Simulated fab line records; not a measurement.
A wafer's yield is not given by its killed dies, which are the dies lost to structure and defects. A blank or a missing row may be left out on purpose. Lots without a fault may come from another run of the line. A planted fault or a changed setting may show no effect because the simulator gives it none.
Matching of chambers -- flow nand_harc -- rie_diel-02 running NHARC_P_CONTACT_DESCUM_17: 4 sister chambers
The step chemistry O2, time 3 s. 18 wafers are shown with their chamber, then 9 later ones without.

== WAFERS PAIRED WITH THEIR CHAMBERS ==
wafer,chamber,drypump_motor_current_A (A),oes_product_au (a.u.),rf_vpp_V (V)
L075.2,3,5.6,1.003,58.5
L075.5,0,5.5,1.010,57.1
L075.6,3,5.6,1.006,57.9
L082.1,3,5.6,1.017,57.2
L082.4,1,6.1,0.977,56.3
L082.6,0,5.5,1.020,56.6
L083.2,3,5.6,1.013,58.3
L083.4,0,5.5,1.008,57.5
L083.6,3,5.6,1.015,57.4
L086.3,2,5.4,0.984,57.7
L086.5,3,5.6,1.008,57.7
L086.6,2,5.4,0.988,56.6
L088.4,3,5.6,1.014,59.6
L088.5,2,5.4,0.994,56.5
L088.6,3,5.6,1.022,58.0
L090.1,0,5.4,1.011,58.5
L090.3,1,6.0,0.998,57.5
L090.5,1,6.0,1.005,56.3

SIGNATURES (means of the wafers above)
reading,chamber 0,chamber 1,chamber 2,chamber 3,scatter within a chamber
drypump_motor_current_A,5.475,6.033,5.400,5.600,0.0318
oes_product_au,1.01225,0.99333,0.98867,1.01225,0.00771
rf_vpp_V,57.425,56.700,56.933,58.075,0.744
Rule: a wafer lies at a distance from a chamber equal to the root of the sum of squares, over the readings, of (its reading less the chamber's mean, divided by the reading's scatter). If the next closest chamber is less than 2 further off than the closest, the wafer can't be placed; otherwise it belongs to the closest. The scatter: the root of (the sum of the squares of (reading less its chamber's mean) over the shown wafers, divided by (wafers less chambers)).

== WAFERS WITH NO CHAMBER GIVEN ==
wafer,drypump_motor_current_A (A),oes_product_au (a.u.),rf_vpp_V (V)
L091.3,6.1,1.007,57.6
L091.4,5.5,1.026,57.5
L091.6,5.4,0.990,58.9
L092.1,5.6,1.006,58.6
L092.2,6.1,1.009,58.4
L092.3,5.5,1.008,58.0
L095.2,6.1,0.996,56.7
L095.3,5.4,1.006,58.4
L095.6,5.4,0.995,57.5

== CHAMBER TAKEN BY EACH ==
wafer,from the rows above,in truth
L091.3,1,1
L091.4,can't be placed: 0 or 3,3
L091.6,can't be placed: 2 or 0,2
L092.1,3,3
L092.2,1,1
L092.3,can't be placed: 0 or 3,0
L095.2,1,1
L095.3,can't be placed: 0 or 2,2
L095.6,2,2
Correct placement for 5 of the 9. Unplaceable from these rows: 4, with the true chamber sitting among the candidates in 4. Number placed wrongly: 0.
